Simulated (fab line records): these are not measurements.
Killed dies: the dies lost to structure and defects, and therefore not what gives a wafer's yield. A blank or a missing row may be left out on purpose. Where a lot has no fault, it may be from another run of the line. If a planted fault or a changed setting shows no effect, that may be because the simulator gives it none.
Which tool was responsible?    flow nand-harc    37 wafers from 13 lots sampled at 5 of the route's 1159 steps

== WHAT EACH GAUGE READ, for each wafer ==
NHARC_END_SORT_01. Usual: killed-at-array 30, standard deviation 10; killed-at-other 0.5, standard deviation 0.82; killed-at-periphery 2.9, standard deviation 2; killed-dies 34, standard deviation 11; killed-open 3.2, standard deviation 1.8; killed-short 2.0, standard deviation 1.4.
lot   measured      on         killed-at-array  killed-at-other  killed-at-periphery  killed-dies  killed-open  killed-short  flag
L744  day 20 03:53  prober-02  27 32 28         0 0 1            2 1 0                29 33 29     1 3 3        1 2 3         
L746  day 20 18:55  prober-02  30 26 23         0 0 0            3 3 1                33 29 24     0 2 1        6 2 0         
L748  day 21 01:56  prober-02  33 33 37         0 0 0            3 0 4                36 33 41     3 3 4        1 1 0         
L750  day 22 12:01  prober-02  40 35 32         0 0 0            3 4 2                43 39 34     8 4 2        1 1 3         
L753  day 23 11:40  prober-01  18               0                4                    22           5            2             
L759  day 23 22:50  prober-01  20 34 21         2 0 0            5 5 5                27 39 26     1 1 4        1 2 4         
L760  day 24 14:22  prober-01  49 50 43         0 0 0            5 9 2                54 59 45     6 4 3        4 1 1         
L764  day 25 06:50  prober-01  18 21 13         0 0 1            3 5 2                21 26 16     4 5 3        4 2 1         

== TOOL THAT RAN EACH LOT (tool first, then ch and the chambers of the sampled wafers, then the start) ==
lot   NHARC_A_STAIRCASE_TRIM_226          NHARC_A_STAIRCASE_ETCH_227                     NHARC_A_STAIRCASE_ETCH_232                     NHARC_A_STAIRCASE_ETCH_236
L741  rie-diel-01 ch 0,2, day 10 14:57    rie-diel-01 ch 0,2, no start                   rie-diel-01 ch 1,2,3, no start                 rie-diel-01 ch 0,2,3, no start
L742  rie-diel-01 ch 0,2,3, day 11 16:44  rie-diel-01 ch 1,2, no start                   rie-diel-10 ch 1,2,3, no start                 rie-diel-10 ch 0,2,3, no start
L744  rie-diel-10 ch 0,1,2, day 11 17:54  rie-diel-10 ch 1,2,3, day 20 03:53 or earlier  rie-diel-01 ch 0,2, day 20 03:53 or earlier    rie-diel-01 ch 0,1,2, day 20 03:53 or earlier
L745  rie-diel-10 ch 1,2, day 12 06:37    rie-diel-10 ch 0,1, no start                   rie-diel-10 ch 1,3, no start                   rie-diel-10 ch 0,3, no start
L746  rie-diel-09 ch 0,1,3, day 12 07:04  rie-diel-09 ch 1,2,3, day 20 18:55 or earlier  rie-diel-09 ch 0,1,2, day 20 18:55 or earlier  rie-diel-09 ch 0,2,3, day 20 18:55 or earlier
L748  rie-diel-10 ch 0,1,2, day 12 16:37  rie-diel-10 ch 0,3, day 21 01:56 or earlier    rie-diel-01 ch 1,2,3, day 21 01:56 or earlier  rie-diel-01 ch 0,2,3, day 21 01:56 or earlier
L750  rie-diel-10 ch 0,3, day 13 16:19    rie-diel-10 ch 0,1,3, day 22 12:01 or earlier  rie-diel-01 ch 1,3, day 22 12:01 or earlier    rie-diel-01 ch 0,1, day 22 12:01 or earlier
L753  rie-diel-10 ch 2, day 14 21:38      rie-diel-10 ch 1, day 23 11:40 or earlier      rie-diel-01 ch 0, day 23 11:40 or earlier      rie-diel-01 ch 2, day 23 11:40 or earlier
L759  rie-diel-10 ch 0,1,2, day 15 05:48  rie-diel-10 ch 0,2,3, day 23 22:50 or earlier  rie-diel-01 ch 0,1,3, day 23 22:50 or earlier  rie-diel-01 ch 1,2,3, day 23 22:50 or earlier
L760  rie-diel-09 ch 0,1, day 16 07:13    rie-diel-09 ch 1,2, day 24 14:22 or earlier    rie-diel-09 ch 0,1,3, day 24 14:22 or earlier  rie-diel-09 ch 1,2, day 24 14:22 or earlier
L761  rie-diel-01 ch 0,1,3, day 16 07:29  rie-diel-01 ch 1,2,3, no start                 rie-diel-01 ch 0,1,3, no start                 rie-diel-01 ch 1,2,3, no start
L762  rie-diel-09 ch 0,2,3, day 16 09:12  rie-diel-09 ch 0,2,3, no start                 rie-diel-01 ch 0,1,2, no start                 rie-diel-01 ch 0,2,3, no start
L764  rie-diel-09 ch 0,3, day 16 18:10    rie-diel-09 ch 0,1,3, day 25 06:50 or earlier  rie-diel-09 ch 1,3, day 25 06:50 or earlier    rie-diel-09 ch 2,3, day 25 06:50 or earlier
- NHARC_A_STAIRCASE_TRIM_226: chemistry O2, time 211.2 s.
- NHARC_A_STAIRCASE_ETCH_227: etches the open film in C4F8/O2, target depth 100 nm, time 40.5 s.
- NHARC_A_STAIRCASE_ETCH_232: etches the open film in C4F8/O2, target depth 100 nm, time 40.5 s.
- NHARC_A_STAIRCASE_ETCH_236: etches the open film in C4F8/O2, target depth 100 nm, time 40.5 s.

== AS READ BY THE TOOLS THEMSELVES (means over the sampled wafers that have a number; for cases with no such wafer, the mark the record gives instead) ==
NHARC_A_STAIRCASE_TRIM_226. Usual: drypump-motor-current-A 5.8 A, standard deviation 0.45; oes-product-au 0.992 a.u., standard deviation 0.014; rf-vpp-V 58.1 V, standard deviation 0.89; run-length-s 232.7 s, standard deviation 0.5; showerhead-plenum-p-Torr 3.62 Torr, standard deviation 0.13; throttle-valve-pct 17.035 %, standard deviation 0.009.
lot   tool         drypump-motor-current-A (A)  oes-product-au (a.u.)  rf-vpp-V (V)  run-length-s (s)  showerhead-plenum-p-Torr (Torr)  throttle-valve-pct (%)  flag
L741  rie-diel-01  5.9                          0.991                  57.4          232.7             3.43                             17.033                  
L742  rie-diel-01  5.7                          0.988                  57.1          232.9             3.54                             17.024                  
L744  rie-diel-10  6.2                          0.998                  58.1          232.1             3.62                             17.028                  
L745  rie-diel-10  6.1                          0.999                  57.7          232.3             3.65                             17.036                  
L746  rie-diel-09  5.6                          0.988                  58.8          233.1             3.63                             17.042                  
L748  rie-diel-10  6.1                          0.982                  59.5          232.0             3.61                             17.035                  
L750  rie-diel-10  5.3                          0.990                  58.6          232.1             3.68                             17.028                  
L753  rie-diel-10  6.6                          0.991                  59.1          166.1             3.78                             17.043                  OFF
L759  rie-diel-10  6.2                          0.984                  58.7          187.9             3.60                             17.040                  OFF
L760  rie-diel-09  5.9                          0.984                  58.4          233.2             3.57                             17.032                  
L761  rie-diel-01  5.6                          1.007                  57.7          233.1             3.63                             17.043                  
L762  rie-diel-09  5.6                          0.990                  58.6          233.0             3.68                             17.042                  
L764  rie-diel-09  5.4                          1.002                  57.3          233.2             3.65                             17.043                  

NHARC_A_STAIRCASE_ETCH_227. Usual: oes-product-au 0.933 a.u., standard deviation 0.014; rf-vpp-V 899 V, standard deviation 4.8.
lot   tool         oes-product-au (a.u.)  rf-vpp-V (V)  flag
L741  rie-diel-01  0.943                  898           
L742  rie-diel-01  0.936                  896           
L744  rie-diel-10  0.923                  903           
L745  rie-diel-10  0.933                  897           
L746  rie-diel-09  0.946                  902           
L748  rie-diel-10  0.938                  901           
L750  rie-diel-10  0.932                  899           
L753  rie-diel-10  0.936                  898           
L759  rie-diel-10  0.918                  900           
L760  rie-diel-09  0.935                  899           
L761  rie-diel-01  0.947                  895           
L762  rie-diel-09  0.931                  902           
L764  rie-diel-09  0.931                  899           

NHARC_A_STAIRCASE_ETCH_232. Usual: oes-product-au 0.939 a.u., standard deviation 0.017; rf-vpp-V 898 V, standard deviation 5.3.
lot   tool         oes-product-au (a.u.)  rf-vpp-V (V)  flag
L741  rie-diel-01  0.942                  897           
L742  rie-diel-10  0.941                  903           
L744  rie-diel-01  0.951                  893           
L745  rie-diel-10  0.930                  900           
L746  rie-diel-09  0.925                  900           
L748  rie-diel-01  0.935                  896           
L750  rie-diel-01  0.945                  900           
L753  rie-diel-01  0.948                  900           
L759  rie-diel-01  0.941                  900           
L760  rie-diel-09  0.944                  898           
L761  rie-diel-01  0.944                  900           
L762  rie-diel-01  0.956                  896           
L764  rie-diel-09  0.936                  900           

NHARC_A_STAIRCASE_ETCH_236. Usual: oes-product-au 0.939 a.u., standard deviation 0.016; rf-vpp-V 899 V, standard deviation 5.5.
lot   tool         oes-product-au (a.u.)  rf-vpp-V (V)  flag
L741  rie-diel-01  0.943                  896           
L742  rie-diel-10  0.918                  902           
L744  rie-diel-01  0.955                  897           
L745  rie-diel-10  0.935                  901           
L746  rie-diel-09  0.933                  902           
L748  rie-diel-01  0.941                  896           
L750  rie-diel-01  0.960                  900           
L753  rie-diel-01  0.936                  888           
L759  rie-diel-01  0.949                  896           
L760  rie-diel-09  0.931                  900           
L761  rie-diel-01  0.932                  895           
L762  rie-diel-01  0.953                  895           
L764  rie-diel-09  0.955                  903           

== THE ANSWER, worked out from the rows above alone ==
Rule: a lot counts as off when the mean over its wafers that have a number is more than 3 standard deviations away from the usual mean. A lot without any number at a reading at which 4 lots or more have one is off too. Any other lot the step has rows for is counted as sound. Order of review: gauges by route order, followed by the tools' own readings, for which a lot's mean as printed above is used. At the first step where some lot is off, the reading lying furthest off is the one used; lots without a number count as furthest.
Off: L753, L759, at NHARC_A_STAIRCASE_TRIM_226 (run-length-s).
If a tool, at that step or one of the process steps before it, ran each lot that is off and ran no sound lot following the first of them, it fits. One fits: rie-diel-10 at NHARC_A_STAIRCASE_TRIM_226. A fault onset in the window from L750 (day 13 16:19, its last sound lot) to L753 (day 14 21:38, its first lot off) fits.
On the lots that are off, the tool's own readings at NHARC_A_STAIRCASE_TRIM_226 differ by more than 5 times the standard deviation of the sound lots' means, which bears it out; run-length-s reads 177.0 s there versus 232.7 s on the sound lots.

== WHAT THE SIMULATOR HAD PUT IN ==
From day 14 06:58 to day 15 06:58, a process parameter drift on rie-diel-10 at NHARC_A_STAIRCASE_TRIM_226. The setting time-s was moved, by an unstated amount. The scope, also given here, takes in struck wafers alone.
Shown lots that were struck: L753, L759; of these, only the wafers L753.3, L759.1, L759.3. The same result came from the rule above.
